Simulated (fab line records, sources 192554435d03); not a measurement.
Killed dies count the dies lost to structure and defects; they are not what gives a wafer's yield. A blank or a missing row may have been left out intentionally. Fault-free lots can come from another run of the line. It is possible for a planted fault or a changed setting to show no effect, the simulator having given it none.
Split-lot experiment | flow n5_finfet | 7 lots, 39 wafers read, on a route of 1938 steps

## ABOUT THE SPLIT
At N5_FIN_SAQP_MANDREL_ETCH_22 (etches a-Si in HBr/Cl2, stops on SiNx, target depth 60 nm, bt time 10 s, time 30 s), the setting target_depth_a was moved away from the recipe's 600 angstrom on 18 of the 39 wafers read, by -8.6% to +10.7%. For the rest of the wafers, this setting stayed at what the recipe calls for.

The reading is taken at the split's own step.

## THE READING
oes_product_au, in a.u., at N5_FIN_SAQP_MANDREL_ETCH_22 (etches a-Si in HBr/Cl2, stops on SiNx, target depth 60 nm, bt time 10 s, time 30 s). A value of 0.765 a.u. with a standard deviation of 0.014 a.u. is what fault-free wafers of this fab line usually give.

wafer  | tool, chamber at the split | target_depth_a as run, angstrom | against the recipe | oes_product_au, a.u. | against lot-mates on the recipe
L074.1 | rie_si-02, 3               | 600                             | recipe             | 0.758                | -
L074.2 | rie_si-02, 0               | 664.5                           | +10.7%             | 0.708                | -0.058
L074.3 | rie_si-02, 2               | 664.5                           | +10.7%             | 0.697                | -0.069
L074.4 | rie_si-02, 1               | 600                             | recipe             | 0.775                | -
L074.5 | rie_si-02, 3               | 600                             | recipe             | 0.766                | -
L074.6 | rie_si-02, 2               | 664.5                           | +10.7%             | 0.703                | -0.063
L079.1 | rie_si-01, 2               | 625                             | +4.2%              | 0.753                | -0.026
L079.2 | rie_si-01, 1               | 625                             | +4.2%              | 0.753                | -0.026
L079.3 | rie_si-01, 0               | 600                             | recipe             | 0.762                | -
L079.4 | rie_si-01, 3               | 600                             | recipe             | 0.784                | -
L079.5 | rie_si-01, 2               | 625                             | +4.2%              | 0.761                | -0.018
L079.6 | rie_si-01, 3               | 600                             | recipe             | 0.790                | -
L080.1 | rie_si-02, 0               | 600                             | recipe             | 0.764                | -
L080.2 | rie_si-02, 1               | 600                             | recipe             | 0.766                | -
L080.3 | rie_si-02, 2               | 646.9                           | +7.8%              | 0.704                | -0.057
L080.4 | rie_si-02, 3               | 646.9                           | +7.8%              | 0.736                | -0.025
L080.5 | rie_si-02, 3               | 600                             | recipe             | 0.753                | -
L080.6 | rie_si-02, 0               | 646.9                           | +7.8%              | 0.729                | -0.032
L081.3 | rie_si-02, 2               | 600                             | recipe             | 0.737                | -
L081.5 | rie_si-02, 3               | 600                             | recipe             | 0.767                | -
L081.6 | rie_si-02, 2               | 600                             | recipe             | 0.739                | -
L082.1 | rie_si-02, 2               | 600                             | recipe             | 0.745                | -
L082.2 | rie_si-02, 1               | 600                             | recipe             | 0.783                | -
L082.3 | rie_si-02, 3               | 548.5                           | -8.6%              | 0.803                | +0.044
L082.4 | rie_si-02, 0               | 548.5                           | -8.6%              | 0.796                | +0.037
L082.5 | rie_si-02, 1               | 548.5                           | -8.6%              | 0.809                | +0.050
L082.6 | rie_si-02, 0               | 600                             | recipe             | 0.749                | -
L088.1 | rie_si-01, 2               | 635.1                           | +5.8%              | 0.747                | -0.029
L088.2 | rie_si-01, 1               | 635.1                           | +5.8%              | 0.732                | -0.044
L088.3 | rie_si-01, 3               | 635.1                           | +5.8%              | 0.751                | -0.025
L088.4 | rie_si-01, 0               | 600                             | recipe             | 0.766                | -
L088.5 | rie_si-01, 3               | 600                             | recipe             | 0.792                | -
L088.6 | rie_si-01, 0               | 600                             | recipe             | 0.769                | -
L093.1 | rie_si-01, 0               | 600                             | recipe             | 0.768                | -
L093.2 | rie_si-01, 2               | 600                             | recipe             | 0.761                | -
L093.3 | rie_si-01, 3               | 600                             | recipe             | 0.759                | -
L093.4 | rie_si-01, 1               | 653.9                           | +9.0%              | 0.717                | -0.046
L093.5 | rie_si-01, 3               | 653.9                           | +9.0%              | 0.742                | -0.021
L093.6 | rie_si-01, 2               | 653.9                           | +9.0%              | 0.746                | -0.017

FIT RESULTS
A straight line over all 39 wafers: oes_product_au changes by -0.0046 a.u. for each +1% of target_depth_a; r = -0.86; the points scatter about the line by 0.014 a.u.
The same after taking each lot's own level away (the mean of its wafers on the recipe; 39 wafers): -0.00495 a.u. for each +1%; r = -0.90; scatter 0.012 a.u.
Per that fit: largest target_depth_a move, reading shift of 0.053 a.u.
Measured against the standard deviation above, the lots' own levels, which go from 0.7477 to 0.7787 a.u., span 2.2 times it.
So the lot-to-lot level changes the slope little: the two slopes agree.
Check: for one of the wafers moved furthest among these (+10.7%), held out of the fit, the line's prediction against its lot-mates is -0.0525 a.u. It came out at -0.0583 a.u. against them.
Tool readings at the split's step, against how far the setting was moved: oes_product_au r = -0.86.

## THE WHOLE CHAIN: every reading that the file lists as answering this split, in the file's order
step                        | what it does                                                                       | reading                                                                         | change (the file's fit)                   | r (the file's)
N5_FIN_SAQP_MANDREL_ETCH_22 | etches a-Si in HBr/Cl2, stops on SiNx, target depth 60 nm, bt time 10 s, time 30 s | oes_product_au                                                                  | -0.00494 a.u. for each +1% of the setting | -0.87
N5_FIN_SAQP_MANDREL_ETCH_22 | etches a-Si in HBr/Cl2, stops on SiNx, target depth 60 nm, bt time 10 s, time 30 s | SOC_of_FIN_SAQP_COAT_49.thk_nm (the simulator's own value, which no gauge read) | -0.265 nm for each +1% of the setting     | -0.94

## THE FILE'S OWN FIT
oes_product_au changes by -0.00494 a.u. for each +1% of target_depth_a, r = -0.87.
